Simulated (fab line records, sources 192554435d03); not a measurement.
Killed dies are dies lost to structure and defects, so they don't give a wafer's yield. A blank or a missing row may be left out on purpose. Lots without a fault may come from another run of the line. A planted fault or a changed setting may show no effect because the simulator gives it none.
One fault seen from 2 desks | flow n5_finfet | each desk has only its own numbers; what lay behind them comes last

THE METROLOGY DESK
What the gauges read, lot by lot, whatever tool the lot ran on: means of the sampled wafers that have a number. A lot is out of limits, marked OUT, if its mean lies more than 4 standard deviations from the usual mean; the brackets give that distance. Of its 10 readings 7 are shown: those that lie furthest out on some lot.
Columns: A = DIBL_N at N5_BEOL_M4_RC_MEAS_101, usual 36.3 mV/V; B = DIBL_P at N5_BEOL_M4_RC_MEAS_101, usual 36.5 mV/V; C = IOFF_N at N5_BEOL_M4_RC_MEAS_101, usual 0.16 nA/um; D = ION_N at N5_BEOL_M4_RC_MEAS_101, usual 675 uA/um; E = SS_N at N5_BEOL_M4_RC_MEAS_101, usual 71.6 mV/dec; F = SS_P at N5_BEOL_M4_RC_MEAS_101, usual 73.3 mV/dec; G = VT_N at N5_BEOL_M4_RC_MEAS_101, usual 249 mV
lot  | first seen here | A    | B    | C    | D   | E    | F    | G
L924 | day 8 11:33     | 35.3 | 35.8 | 0.16 | 676 | 71.7 | 73.2 | 249
L926 | day 8 13:29     | 35.1 | 35.3 | 0.13 | 680 | 71.2 | 73.1 | 253
L939 | day 11 18:43    | 38.3 | 37.7 | 0.16 | 667 | 72.4 | 73.9 | 251
L941 | day 12 06:17    | 37.7 | 38.8 | 0.23 | 691 | 72.2 | 73.5 | 242
L943 | day 13 00:05    | 34.3 | 33.9 | 0.14 | 677 | 71.5 | 73.2 | 249
L944 | day 13 03:38    | 38.6 | 39.2 | 0.24 | 700 | 72.6 | 74.2 | 243
L946 | day 13 10:06    | 35.4 | 36.6 | 0.16 | 675 | 71.7 | 73.7 | 249
L945 | day 13 10:11    | 37.0 | 36.1 | 0.15 | 671 | 71.6 | 74.0 | 250
This desk's finding: nothing out of limits on any of the 8 lots.

THE TOOL OWNER'S DESK: rie_diel-06
The tool's own readings at N5_BEOL_M4_TRENCH_ETCH_37 (etches SiOC in C4F6/O2, target depth 55.555 nm, time 29.2 s): means of the sampled wafers that have a number, for each lot that ran on this tool. A lot is out of limits, marked OUT, if its mean lies more than 4 standard deviations from the usual mean; the brackets give that distance. Of its 8 readings 7 are shown: the one that was out of limits first, and those that lie furthest out on some lot.
Columns: A = C4F6_flow_sccm at N5_BEOL_M4_TRENCH_ETCH_37, usual 10.00 sccm; B = bias_w at N5_BEOL_M4_TRENCH_ETCH_37, usual 185.1 W; C = chamber_pressure_mTorr at N5_BEOL_M4_TRENCH_ETCH_37, usual 30.004 mTorr; D = drypump_motor_current_A at N5_BEOL_M4_TRENCH_ETCH_37, usual 5.5 A; E = rf_vpp_V at N5_BEOL_M4_TRENCH_ETCH_37, usual 667 V; F = showerhead_plenum_p_Torr at N5_BEOL_M4_TRENCH_ETCH_37, usual 2.83 Torr; G = throttle_valve_pct at N5_BEOL_M4_TRENCH_ETCH_37, usual 20.87 %
lot  | first seen here | A     | B               | C      | D   | E              | F    | G
L924 | day 8 06:56     | 10.00 | 184.9           | 30.005 | 5.1 | 675            | 2.80 | 20.59
L926 | day 8 08:44     | 9.98  | 185.3           | 29.997 | 5.1 | 668            | 2.86 | 20.82
L939 | day 11 13:54    | 9.98  | 162.6 (-42) OUT | 30.007 | 5.1 | 602 (-8.1) OUT | 2.84 | 20.85
L941 | day 12 01:46    | 9.98  | 162.7 (-42) OUT | 30.022 | 5.1 | 607 (-7.5) OUT | 2.73 | 20.80
This desk's finding: out of limits on L939, L941; first on L939, day 11 13:54 (bias_w at N5_BEOL_M4_TRENCH_ETCH_37). In limits: L924, L926.

PUT TOGETHER
The tool owner's desk could have raised an alarm at day 11 13:54, on L939, L941.
The metrology desk saw nothing out of limits.
The metrology desk has L939, L941 on record, within its limits.
Of the lots named, all ran N5_BEOL_M4_TRENCH_ETCH_37 on rie_diel-06.

WHAT THE SIMULATOR HAD PUT IN
Process parameter drift: rie_diel-06, from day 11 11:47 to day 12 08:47, at N5_BEOL_M4_TRENCH_ETCH_37. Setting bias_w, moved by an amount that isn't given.
Lots struck among those shown: L939, L941.
Hours from the fault's start to each desk's first reading out of limits: the tool owner's desk, 2.
